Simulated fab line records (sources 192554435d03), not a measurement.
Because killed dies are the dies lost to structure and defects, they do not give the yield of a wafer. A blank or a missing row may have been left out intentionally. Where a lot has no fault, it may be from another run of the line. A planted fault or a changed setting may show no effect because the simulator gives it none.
Matching of chambers / flow n5-finfet / N5_SDB_STRIP_21 on rie-diel-02: 4 sister chambers
The step strips in CF4. 4 wafers are shown with their chamber, then 8 later ones without.

## WAFERS WITH THEIR CHAMBER
wafer=L080.5; chamber=1; drypump-motor-current-A (A)=5.5
wafer=L086.1; chamber=2; drypump-motor-current-A (A)=6.2
wafer=L086.5; chamber=3; drypump-motor-current-A (A)=5.9
wafer=L088.1; chamber=0; drypump-motor-current-A (A)=5.0

## WAFERS WHOSE CHAMBER IS MISSING
wafer=L088.3; drypump-motor-current-A (A)=6.3
wafer=L088.4; drypump-motor-current-A (A)=5.9
wafer=L090.2; drypump-motor-current-A (A)=5.5
wafer=L090.3; drypump-motor-current-A (A)=5.9
wafer=L090.5; drypump-motor-current-A (A)=6.0
wafer=L094.1; drypump-motor-current-A (A)=5.5
wafer=L094.5; drypump-motor-current-A (A)=6.3
wafer=L094.6; drypump-motor-current-A (A)=5.9

## WHICH CHAMBER EACH WENT THROUGH
wafer=L088.3; from the rows above=2; in truth=2
wafer=L088.4; from the rows above=3; in truth=3
wafer=L090.2; from the rows above=1; in truth=1
wafer=L090.3; from the rows above=3; in truth=3
wafer=L090.5; from the rows above=can't be placed: 3 or 2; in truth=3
wafer=L094.1; from the rows above=1; in truth=1
wafer=L094.5; from the rows above=2; in truth=2
wafer=L094.6; from the rows above=3; in truth=3
Correct placement for 7 of the 8. Can't be placed from these rows: 1 (the true chamber is among the candidates in 1). Number placed wrongly: 0.
How it was worked out, from the rows above alone: a wafer's distance from a chamber is the root of the sum, over the readings, of the square of ((its reading less the chamber's mean) divided by the reading's scatter). If the next closest chamber is less than 2 further off than the closest, the wafer can't be placed; otherwise it belongs to the closest. For every chamber, the mean is computed from those of its wafers that are shown. The scatter: with one shown wafer a chamber, the root of the mean of the squares of how far each hidden wafer lies from its nearest shown one.
